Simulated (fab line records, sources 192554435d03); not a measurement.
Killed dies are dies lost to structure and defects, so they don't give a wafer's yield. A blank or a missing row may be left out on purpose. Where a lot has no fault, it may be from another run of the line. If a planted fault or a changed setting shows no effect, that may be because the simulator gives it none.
Comparing a struck lot with a sound one -- flow n5Finfet -- 18 out of 1938 route steps
Sound: the wafers L874.2, L874.5, L874.6. Struck: wafer L880.5. (L880.2, L880.4 of the same lot were not struck and are left out.) The cause comes at the end.
Order at every step that has rows: each side's tool, ch and its chambers, its first start. Under that, the readings that differ: sound wafers -- struck wafers -- difference of the means -- sigmas: that difference in standard deviations of wafers without a fault.
alike: readings whose means differ by less than 2 such deviations, and words and numbers that are the same on both sides. not compared: withheld readings, readings that some wafer has no value for, bounds like >300 that may hide the same value, and numbers for which the record gives no deviation and whose values overlap.
The two part at a step that has a row with sigmas, a row that says differs or no value, or rows on one side only. Numbers that don't overlap but have no deviation are shown without sigmas and don't part them. A reading that every wafer of one side lacks parts them only if that side has two wafers or more.

N5_BEOL_M14_CMP_49: polishes, stops on SiO2, t overpolish 5.2 s, target thk 560 nm.
  sound on cmp-02 ch 2,3, day 14 15:37; struck on cmp-03 ch 1, day 15 19:06
  alike: barrierFieldEndpointS, edgeZonePressureFrac, motorCurrentA, overpolishRunS, platenRpm, timeToEndpointS
N5_BEOL_M14_THK_MEAS_50: measures by xrf.
  struck on filmMetro-02, day 15 19:22; sound on filmMetro-01, day 14 15:52
  alike: M14_THK
then, 1 step without rows for these wafers: N5_BEOL_M14_PRE_CLEAN_52 (time 15 s).
N5_BEOL_M14_DEP_53: deposits SiCN from 3MS/NH3, target thk 50 nm, time 17.8 s.
  sound on pecvd-03 ch 0,2, day 14 15:56; struck on pecvd-04 ch 2, day 15 19:25
  alike: showerheadPlenumPTorr, throttleValvePct
N5_BEOL_M14_RS_MEAS_54: uses a four-point probe to measure.
  struck on filmMetro-01, day 15 19:29; sound on filmMetro-01, day 14 16:00
reading,sound,struck,difference,sigmas
M14_RS (ohm/sq),0.0325 0.0317 0.0338,0.0340,+0.0013,+2
N5_BEOL_M14_INSPECT_55: inspects for defects (darkfield).
  struck on defectInspect-01, day 15 19:31; sound on defectInspect-02, day 14 16:01
  alike: rawDefectCount
N5_BEOL_M15_ILD_DEP_00: deposits SiO2 from TEOS/O2, target thk 1629.3 nm, time 346.1 s.
  sound on pecvd-02 ch 0,1,2, day 14 16:04; struck on pecvd-01 ch 1, day 15 19:33
  alike: heaterPowerW, showerheadPlenumPTorr, throttleValvePct
N5_BEOL_M15_THK_MEAS_01:
  struck on filmMetro-02, day 15 19:48; sound on filmMetro-02, day 14 16:19
  alike: M15_ILD_THK
then, 4 steps without rows for these wafers: N5_BEOL_M15_COAT_58 (time 60 s, resist thk 89 nm); N5_BEOL_M15_COAT_04 (resist thk 800 nm); N5_BEOL_M15_EBR_06; N5_BEOL_M15_SOFTBAKE_05 (time 60 s).
N5_BEOL_M15_EXPOSE_07: exposes mask V14.
  sound on krfScanner-01 ch 0, day 14 16:27; struck on krfScanner-01 ch 0, day 15 20:04
  alike: mask, exposureDoseMJCm2
then, 3 steps without rows for these wafers: N5_BEOL_M15_PEB_08 (peb time 90 s); N5_BEOL_M15_DEVELOP_09 (develop time 45 s); N5_BEOL_M15_HARDBAKE_14 (time 120 s).
N5_BEOL_M15_CD_MEAS_10: the cd target is 360 nm.
  sound on cdSem-03 ch 0, day 14 16:37; struck on cdSem-03 ch 0, day 15 20:14
reading,sound,struck,difference,sigmas
cdNm (nm),357.4 360.3 358.8,379.5,+20.7,+14
N5_BEOL_M15_OVL_MEAS_11:
  sound on overlay-02 ch 0, day 14 16:38; struck on overlay-02 ch 0, day 15 20:16
  alike: V14_OVL

== WHERE THEY PART ==
First at N5_BEOL_M14_RS_MEAS_54; last, within this record, at N5_BEOL_M15_CD_MEAS_10. Later steps at which nothing parts them and some readings are alike: N5_BEOL_M15_OVL_MEAS_11.

WHY: what the simulator had put in
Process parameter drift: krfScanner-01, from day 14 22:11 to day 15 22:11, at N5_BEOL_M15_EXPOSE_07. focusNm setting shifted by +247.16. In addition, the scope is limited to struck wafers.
